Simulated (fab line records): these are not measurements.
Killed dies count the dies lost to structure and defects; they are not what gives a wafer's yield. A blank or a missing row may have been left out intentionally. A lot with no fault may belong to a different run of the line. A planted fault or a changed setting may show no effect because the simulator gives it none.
Which tool was responsible? -- flow n5_finfet -- 13 lots (30 wafers sampled), 1 step of a 1938-step route

WHAT THE GAUGES READ, wafer by wafer
N5_BEOL_M7_INSPECT_58: inspects for defects (darkfield).
lot,measured,on,raw_defect_count
L535,day 9 00:41,defect_inspect-02,99 110
L534,day 9 06:00,defect_inspect-01,82 66
L536,day 9 18:01,defect_inspect-01,40 93
L537,day 9 19:31,defect_inspect-02,107 93 77
L538,day 10 09:31,defect_inspect-02,55 31 85
L540,day 10 11:03,defect_inspect-01,102 70
L542,day 10 20:19,defect_inspect-02,102 146 101
L548,day 13 08:26,defect_inspect-02,68 60
L549,day 13 08:31,defect_inspect-01,85 60 87
L550,day 13 10:54,defect_inspect-02,55 62
L553,day 13 12:50,defect_inspect-02,60 50
L555,day 14 14:59,defect_inspect-02,67 104
L556,day 14 17:44,defect_inspect-01,39 62

TOOL THAT RAN EACH LOT (tool first, then ch and the chambers of the sampled wafers, then the start)
The record holds no process step before these readings.

WHAT THE TOOLS THEMSELVES READ (means of the sampled wafers that have a number; where no wafer has one, the mark that the record gives instead)
The record holds no such reading with a usual standard deviation.

THE ANSWER, worked out from the rows above alone
Rule: what is usual is taken from the lots themselves. Put in order of their means at a reading, lots are off if they are a third of the lots or fewer, leave a main group of 4 or more, and stand apart from it by a gap of 3 or more times the standard deviation of the main group's means; of several such gaps the widest counts. If all means in a main group match to the digits the tables above print for the reading, that group is not used. A lot without any number at a reading at which 4 lots or more have one is off too. The other lots that the step has rows for count as sound. After the gauges, taken in route order, come the tools' own readings; for these a lot's mean is taken, as printed above. At the first step where some lot is off, the reading lying furthest off is the one used; lots without a number count as furthest.
Nothing can be told from this: no lot is off at any reading shown.

WHAT HAD BEEN PUT IN BY THE SIMULATOR
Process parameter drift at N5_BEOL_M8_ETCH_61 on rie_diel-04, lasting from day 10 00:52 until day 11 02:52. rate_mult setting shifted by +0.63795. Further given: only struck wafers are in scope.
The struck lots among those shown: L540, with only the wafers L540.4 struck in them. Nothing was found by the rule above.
